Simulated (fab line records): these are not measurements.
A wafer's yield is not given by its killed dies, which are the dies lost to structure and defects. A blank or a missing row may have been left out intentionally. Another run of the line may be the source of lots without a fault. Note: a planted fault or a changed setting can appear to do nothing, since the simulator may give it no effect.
Split-lot experiment :: flow n5-finfet :: 21 wafers read across 7 lots, on a route 1938 steps long

== SPLIT DETAILS ==
At N5_DUMMY_GATE_CVD_03 (deposits a-Si from SiH4, target thk 150 nm, time 8042 s), the setting temp-c was moved away from the recipe's 530 C on 15 of the 21 wafers read, by -4.3% to +2.6%. The other wafers ran this setting at the recipe's value.

The reading is taken at the split's own step.

== THE READING ==
a-Si_of_DUMMY_GATE_CVD_03.thk-nm (the simulator's own value, which no gauge read), in nm, at N5_DUMMY_GATE_CVD_03 (deposits a-Si from SiH4, target thk 150 nm, time 8042 s). No usual value for it is given in the file. Here, 6 wafers ran the recipe; their average is 147.8 nm with a standard deviation of 0.45 nm.

wafer: L075.1
tool, chamber at the split: -, -
temp-c as run, C: 509.3
against the recipe: -3.9%
a-Si_of_DUMMY_GATE_CVD_03.thk-nm, nm: 78.8
against lot-mates on the recipe: no lot-mate on the recipe

wafer: L075.2
tool, chamber at the split: -, -
temp-c as run, C: 509.3
against the recipe: -3.9%
a-Si_of_DUMMY_GATE_CVD_03.thk-nm, nm: 80.6
against lot-mates on the recipe: no lot-mate on the recipe

wafer: L075.5
tool, chamber at the split: -, -
temp-c as run, C: 509.3
against the recipe: -3.9%
a-Si_of_DUMMY_GATE_CVD_03.thk-nm, nm: 80.6
against lot-mates on the recipe: no lot-mate on the recipe

wafer: L076.3
tool, chamber at the split: -, -
temp-c as run, C: 507.2
against the recipe: -4.3%
a-Si_of_DUMMY_GATE_CVD_03.thk-nm, nm: 74.4
against lot-mates on the recipe: no lot-mate on the recipe

wafer: L076.4
tool, chamber at the split: -, -
temp-c as run, C: 507.2
against the recipe: -4.3%
a-Si_of_DUMMY_GATE_CVD_03.thk-nm, nm: 74.6
against lot-mates on the recipe: no lot-mate on the recipe

wafer: L076.6
tool, chamber at the split: -, -
temp-c as run, C: 507.2
against the recipe: -4.3%
a-Si_of_DUMMY_GATE_CVD_03.thk-nm, nm: 76.6
against lot-mates on the recipe: no lot-mate on the recipe

wafer: L082.1
tool, chamber at the split: -, -
temp-c as run, C: 530
against the recipe: recipe
a-Si_of_DUMMY_GATE_CVD_03.thk-nm, nm: 147.8
against lot-mates on the recipe: -

wafer: L082.6
tool, chamber at the split: -, -
temp-c as run, C: 530
against the recipe: recipe
a-Si_of_DUMMY_GATE_CVD_03.thk-nm, nm: 147.8
against lot-mates on the recipe: -

wafer: L082.4
tool, chamber at the split: -, -
temp-c as run, C: 530
against the recipe: recipe
a-Si_of_DUMMY_GATE_CVD_03.thk-nm, nm: 148
against lot-mates on the recipe: -

wafer: L084.1
tool, chamber at the split: -, -
temp-c as run, C: 540.8
against the recipe: +2.0%
a-Si_of_DUMMY_GATE_CVD_03.thk-nm, nm: 201.8
against lot-mates on the recipe: no lot-mate on the recipe

wafer: L084.3
tool, chamber at the split: -, -
temp-c as run, C: 540.8
against the recipe: +2.0%
a-Si_of_DUMMY_GATE_CVD_03.thk-nm, nm: 201.4
against lot-mates on the recipe: no lot-mate on the recipe

wafer: L084.4
tool, chamber at the split: -, -
temp-c as run, C: 540.8
against the recipe: +2.0%
a-Si_of_DUMMY_GATE_CVD_03.thk-nm, nm: 201.6
against lot-mates on the recipe: no lot-mate on the recipe

wafer: L086.2
tool, chamber at the split: -, -
temp-c as run, C: 543.1
against the recipe: +2.5%
a-Si_of_DUMMY_GATE_CVD_03.thk-nm, nm: 215.6
against lot-mates on the recipe: no lot-mate on the recipe

wafer: L086.3
tool, chamber at the split: -, -
temp-c as run, C: 543.1
against the recipe: +2.5%
a-Si_of_DUMMY_GATE_CVD_03.thk-nm, nm: 216
against lot-mates on the recipe: no lot-mate on the recipe

wafer: L086.6
tool, chamber at the split: -, -
temp-c as run, C: 543.1
against the recipe: +2.5%
a-Si_of_DUMMY_GATE_CVD_03.thk-nm, nm: 215.2
against lot-mates on the recipe: no lot-mate on the recipe

wafer: L091.3
tool, chamber at the split: -, -
temp-c as run, C: 543.7
against the recipe: +2.6%
a-Si_of_DUMMY_GATE_CVD_03.thk-nm, nm: 219
against lot-mates on the recipe: no lot-mate on the recipe

wafer: L091.4
tool, chamber at the split: -, -
temp-c as run, C: 543.7
against the recipe: +2.6%
a-Si_of_DUMMY_GATE_CVD_03.thk-nm, nm: 216
against lot-mates on the recipe: no lot-mate on the recipe

wafer: L091.6
tool, chamber at the split: -, -
temp-c as run, C: 543.7
against the recipe: +2.6%
a-Si_of_DUMMY_GATE_CVD_03.thk-nm, nm: 217.8
against lot-mates on the recipe: no lot-mate on the recipe

wafer: L096.1
tool, chamber at the split: lpcvd-01, 1/40
temp-c as run, C: 530
against the recipe: recipe
a-Si_of_DUMMY_GATE_CVD_03.thk-nm, nm: 146.8
against lot-mates on the recipe: -

wafer: L096.4
tool, chamber at the split: lpcvd-01, 1/54
temp-c as run, C: 530
against the recipe: recipe
a-Si_of_DUMMY_GATE_CVD_03.thk-nm, nm: 148
against lot-mates on the recipe: -

wafer: L096.5
tool, chamber at the split: lpcvd-01, 1/59
temp-c as run, C: 530
against the recipe: recipe
a-Si_of_DUMMY_GATE_CVD_03.thk-nm, nm: 148.2
against lot-mates on the recipe: -

THE FIT
A straight line over all 21 wafers: a-Si_of_DUMMY_GATE_CVD_03.thk-nm changes by +20.6 nm for each +1% of temp-c; r = +0.99; the points scatter about the line by 7.3 nm.
Too few moved wafers have a lot-mate on the recipe to fit a line with each lot's own level taken away.

== FILE'S OWN FIT ==
a-Si_of_DUMMY_GATE_CVD_03.thk-nm changes by +20.6 nm for each +1% of temp-c, r = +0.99.
